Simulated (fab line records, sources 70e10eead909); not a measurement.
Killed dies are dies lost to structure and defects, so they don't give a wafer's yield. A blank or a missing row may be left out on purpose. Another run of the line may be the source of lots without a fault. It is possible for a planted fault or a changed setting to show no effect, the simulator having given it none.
Matching of chambers + flow nand_harc + cmp-03 running NHARC_P_STI_CMP_21: 4 sister chambers
The step polishes, t overpolish 20 s, target thk 380.67 nm. 14 wafers are shown with their chamber, then 7 later ones without.

WAFERS, EACH WITH ITS CHAMBER
| wafer  | chamber | motor_current_A (A) | overpolish_run_s (s) |
|--------|---------|---------------------|----------------------|
| L428.2 | 0       | 12.9                | 20.004               |
| L428.5 | 3       | 10.3                | 19.988               |
| L428.6 | 2       | 13.3                | 20.012               |
| L432.1 | 3       | 10.3                | 20.004               |
| L432.2 | 0       | 13.3                | 19.999               |
| L432.3 | 2       | 12.3                | 20.002               |
| L442.1 | 0       | 13.1                | 19.991               |
| L442.3 | 2       | 13.0                | 20.009               |
| L442.6 | 2       | 12.5                | 19.988               |
| L443.2 | 1       | 13.9                | 19.984               |
| L443.3 | 3       | 10.9                | 19.998               |
| L443.6 | 2       | 12.3                | 20.016               |
| L445.4 | 0       | 13.1                | 19.997               |
| L445.5 | 1       | 15.0                | 19.990               |

SIGNATURES, as means of the wafers listed above
| reading          | chamber 0 | chamber 1 | chamber 2 | chamber 3 | scatter within a chamber |
|------------------|-----------|-----------|-----------|-----------|--------------------------|
| motor_current_A  | 13.100    | 14.450    | 12.680    | 10.500    | 0.416                    |
| overpolish_run_s | 19.99775  | 19.98700  | 20.00540  | 19.99667  | 0.00848                  |
Rule: distance of a wafer from a chamber = root of the sum over the readings of ((wafer's reading minus chamber's mean) / reading's scatter) squared. If the next closest chamber is less than 2 further off than the closest, the wafer can't be placed; otherwise it belongs to the closest. The scatter: the root of (the sum of the squares of (reading less its chamber's mean) over the shown wafers, divided by (wafers less chambers)).

WAFERS WITHOUT THEIR CHAMBER
| wafer  | motor_current_A (A) | overpolish_run_s (s) |
|--------|---------------------|----------------------|
| L445.6 | 12.9                | 20.004               |
| L446.2 | 14.5                | 20.008               |
| L446.3 | 12.7                | 20.003               |
| L446.6 | 14.0                | 20.014               |
| L450.1 | 13.5                | 20.017               |
| L450.2 | 12.6                | 19.987               |
| L450.5 | 13.2                | 20.002               |

WHICH CHAMBER EACH WENT THROUGH
| wafer  | from the rows above          | in truth |
|--------|------------------------------|----------|
| L445.6 | can't be placed: 2 or 0      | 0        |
| L446.2 | can't be placed: 1 or 0 or 2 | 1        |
| L446.3 | can't be placed: 2 or 0      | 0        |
| L446.6 | can't be placed: 0 or 2 or 1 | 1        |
| L450.1 | can't be placed: 2 or 0 or 1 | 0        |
| L450.2 | can't be placed: 0 or 2      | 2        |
| L450.5 | can't be placed: 0 or 2      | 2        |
0 of 7 placed correctly. Can't be placed from these rows: 7 (the true chamber is among the candidates in 7). 0 placed wrongly.
